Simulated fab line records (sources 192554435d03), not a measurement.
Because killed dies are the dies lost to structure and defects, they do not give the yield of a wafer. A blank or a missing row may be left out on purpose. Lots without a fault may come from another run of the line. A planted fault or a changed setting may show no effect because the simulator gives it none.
Which tool did it? | flow n5Finfet | 8 lots, 24 wafers sampled, at 1 step of a route of 1938

WHAT THE GAUGES SHOWED, per wafer
N5_BEOL_M4_RC_MEAS_101. Usual: DIBL_N 36.1 mV/V, standard deviation 1.6; DIBL_P 35.8 mV/V, standard deviation 2.1; IOFF_N 0.16 nA/um, standard deviation 0.031; IOFF_P 0.21 nA/um, standard deviation 0.034; ION_N 673 uA/um, standard deviation 12; ION_P 461 uA/um, standard deviation 7.2; SS_N 71.4 mV/dec, standard deviation 0.59; SS_P 73.3 mV/dec, standard deviation 0.63; VT_N 250 mV, standard deviation 3.1; VT_P -250 mV, standard deviation 3.3.
lot  | measured     | on        | DIBL_N (mV/V)  | DIBL_P (mV/V)  | IOFF_N (nA/um) | IOFF_P (nA/um) | ION_N (uA/um) | ION_P (uA/um) | SS_N (mV/dec)  | SS_P (mV/dec)  | VT_N (mV)   | VT_P (mV)      | flag
L691 | day 8 12:54  | prober-02 | 34.4 36.0 36.2 | 35.0 36.9 36.9 | 0.13 0.16 0.16 | 0.17 0.21 0.20 | 658 686 670   | 451 467 457   | 70.6 71.6 71.4 | 73.4 73.6 73.9 | 253 250 250 | -252 -251 -253 | 
L693 | day 9 10:52  | prober-01 | 39.2 37.8 38.8 | 40.4 38.3 38.2 | 0.20 0.17 0.19 | 0.27 0.25 0.24 | 688 676 675   | 470 465 461   | 71.9 71.4 72.3 | 74.5 74.2 73.5 | 246 248 252 | -246 -245 -248 | 
L702 | day 11 13:50 | prober-02 | 37.1 35.9 36.5 | 36.5 36.2 36.0 | 0.18 0.16 0.17 | 0.21 0.21 0.21 | 686 676 678   | 469 464 460   | 72.0 71.6 71.8 | 73.1 73.7 73.5 | 246 247 248 | -251 -252 -252 | 
L701 | day 11 15:33 | prober-01 | 37.8 34.7 35.8 | 38.7 34.4 36.0 | 0.20 0.13 0.15 | 0.28 0.20 0.23 | 680 676 672   | 468 463 462   | 71.4 71.5 71.4 | 73.7 73.3 73.7 | 248 253 249 | -247 -250 -250 | 
L704 | day 12 10:47 | prober-01 | 39.4 37.6 39.6 | 40.5 38.6 40.6 | 0.22 0.17 0.23 | 0.24 0.22 0.25 | 695 674 690   | 470 462 462   | 71.8 71.2 71.9 | 73.8 73.7 74.8 | 246 247 245 | -250 -251 -252 | 
L706 | day 12 17:00 | prober-01 | 36.2 35.7 38.9 | 36.4 36.7 39.9 | 0.15 0.14 0.20 | 0.20 0.20 0.25 | 669 673 676   | 461 465 463   | 70.9 71.5 72.4 | 73.8 73.3 74.3 | 250 251 246 | -251 -250 -247 | 
L707 | day 12 20:27 | prober-01 | 34.9 34.4 35.2 | 34.4 33.1 34.6 | 0.14 0.12 0.13 | 0.20 0.17 0.20 | 658 654 660   | 457 450 454   | 71.2 70.5 71.1 | 72.8 72.2 73.1 | 252 254 251 | -249 -253 -250 | 
L709 | day 13 12:44 | prober-01 | 36.8 38.2 37.3 | 35.8 38.7 36.1 | 0.18 0.21 0.17 | 0.22 0.29 0.23 | 676 685 675   | 465 469 462   | 71.4 72.2 71.9 | 73.6 74.5 73.7 | 247 244 249 | -247 -246 -249 | 

TOOL THAT RAN EACH LOT (tool first, then ch and the chambers of the sampled wafers, then the start)
Before these readings, the record contains no process step.

AS READ BY THE TOOLS THEMSELVES (means over the sampled wafers that have a number; for cases with no such wafer, the mark the record gives instead)
The record holds no such reading with a usual standard deviation.

THE ANSWER, worked out from the rows above alone
Rule: a lot is off if the mean of its wafers that have a number lies more than 3 standard deviations from the usual mean. A lot without any number at a reading at which 4 lots or more have one is off too. The other lots that the step has rows for count as sound. After the gauges, taken in route order, come the tools' own readings; for these a lot's mean is taken, as printed above. At the first step where some lot is off, the reading lying furthest off is the one used; lots without a number count as furthest.
No lot is off on any of the readings shown, so nothing can be concluded from this.

WHAT HAD BEEN PUT IN BY THE SIMULATOR
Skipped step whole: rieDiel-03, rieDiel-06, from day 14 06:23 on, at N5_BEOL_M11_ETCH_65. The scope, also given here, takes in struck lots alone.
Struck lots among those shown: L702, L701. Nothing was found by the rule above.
